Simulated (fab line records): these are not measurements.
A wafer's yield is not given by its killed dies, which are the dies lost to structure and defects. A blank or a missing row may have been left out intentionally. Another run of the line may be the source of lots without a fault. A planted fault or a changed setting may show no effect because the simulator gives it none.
A struck lot beside a sound one -- flow nand harc -- 15 steps out of a route of 1302
Sound: these wafers, L910.2, L910.3, L910.4. Wafers struck: L923.2, L923.3, L923.6. The cause is given at the end.
Order at every step that has rows: each side's tool, ch and its chambers, its first start. Under that, the readings that differ: sound wafers -- struck wafers -- difference of the means -- sigmas: that difference in standard deviations of wafers without a fault.
alike: readings with means less than 2 such deviations apart, plus words and numbers identical on both sides. not compared: withheld readings, readings lacking a value on some wafer, bounds such as >300 that could conceal the same value, and numbers that have no deviation in the record and whose values overlap.
The two part at a step that has a row with sigmas, a row that says differs or no value, or rows on one side only. Numbers that have no deviation but don't overlap get no sigmas and don't part them. A reading missing from all wafers of one side parts the sides only when that side holds two or more wafers.

first, 8 steps without rows for these wafers: NHARC_A_CHANNEL_HOLE_D1_COAT_36 (time 75 s); NHARC_A_CHANNEL_HOLE_D1_COAT_37 (time 65 s); NHARC_A_CHANNEL_HOLE_D1_COAT_04 (resist thk 90 nm); NHARC_A_CHANNEL_HOLE_D1_SOFTBAKE_05 (time 55 s); NHARC_A_CHANNEL_HOLE_D1_EBR_06; NHARC_A_CHANNEL_HOLE_D1_EXPOSE_07 (exposes mask HOLE D1, target cd 100 nm); NHARC_A_CHANNEL_HOLE_D1_PEB_08 (peb time 65 s); NHARC_A_CHANNEL_HOLE_D1_DEVELOP_09 (develop time 35 s).
NHARC_A_CHANNEL_HOLE_D1_CD_MEAS_10: the cd target is 100 nm.
  sound on cd sem-03 ch 0, day 11 18:13; struck on cd sem-01 ch 0, day 16 19:50
  alike: cd nm
NHARC_A_CHANNEL_HOLE_D1_OVL_MEAS_11:
  sound on overlay-01 at day 11 18:17; struck on overlay-01 at day 16 19:56
  alike: overlay x nm, overlay y nm
NHARC_A_CHANNEL_HOLE_D1_INSPECT_12:
  sound on defect inspect-02 at day 11 18:20; struck on defect inspect-02 at day 16 19:58
  alike: raw defect count
NHARC_A_CHANNEL_HOLE_D1_DESCUM_15: chemistry O2, time 3 s.
  sound on rie diel-09 ch 0,1,2, day 11 18:24; struck on rie diel-09 ch 1,3, day 16 20:02
  alike: drypump motor current A, oes product au, rf vpp V, showerhead plenum p Torr, throttle valve pct
  not compared: rf hours counter h
NHARC_A_CHANNEL_HOLE_D1_ETCH_38: etches the open film in CF4, target depth 39 nm, time 65 s.
  sound on rie diel-09 ch 1,2,3, day 11 18:29; struck on rie diel-09 ch 0,2,3, day 16 20:07
reading,sound,struck,difference,sigmas
run length s (s),85.6 86.2 86.5,67.9 68.9 68.7,-17.6,-41
  alike: drypump motor current A, oes product au, rf vpp V, showerhead plenum p Torr, throttle valve pct
  not compared: rf hours counter h
NHARC_A_CHANNEL_HOLE_D1_ETCH_39: etches the open film in N2/H2, target depth 260 nm, time 325 s.
  sound on rie diel-09 ch 1,2,3; struck on rie diel-09 ch 0,1,3
  alike: drypump motor current A, h2 flow sccm, n2 flow sccm, oes product au, rf vpp V, run length s, showerhead plenum p Torr, throttle valve pct
  not compared: rf hours counter h
-- jump in the record: it breaks off in module A_CHANNEL_HOLE_D1 and resumes in module END (first step shown: number 1302 of the route), and 16 days separate the struck wafers' starts before and after --
NHARC_END_SORT_01:
  sound on prober-02 ch 0, day 27 07:01; struck on prober-01 ch 0, day 32 10:35
reading,sound,struck,difference,sigmas
hold,- - -,await dispo/18.7h/release await dispo/18.7h/release await dispo/18.7h/release,no value on the sound wafers,
killed at array,85 64 67,189 236 250,+153,+8
killed dies,90 70 71,191 240 251,+150,+7
  alike: killed at other, killed at periphery, killed open, killed short

== WHERE THEY PART ==
First at NHARC_A_CHANNEL_HOLE_D1_ETCH_38; last, within this record, at NHARC_END_SORT_01.

WHY: what the simulator had put in
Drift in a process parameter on rie diel-09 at NHARC_A_CHANNEL_HOLE_D1_ETCH_38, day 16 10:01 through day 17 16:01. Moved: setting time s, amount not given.
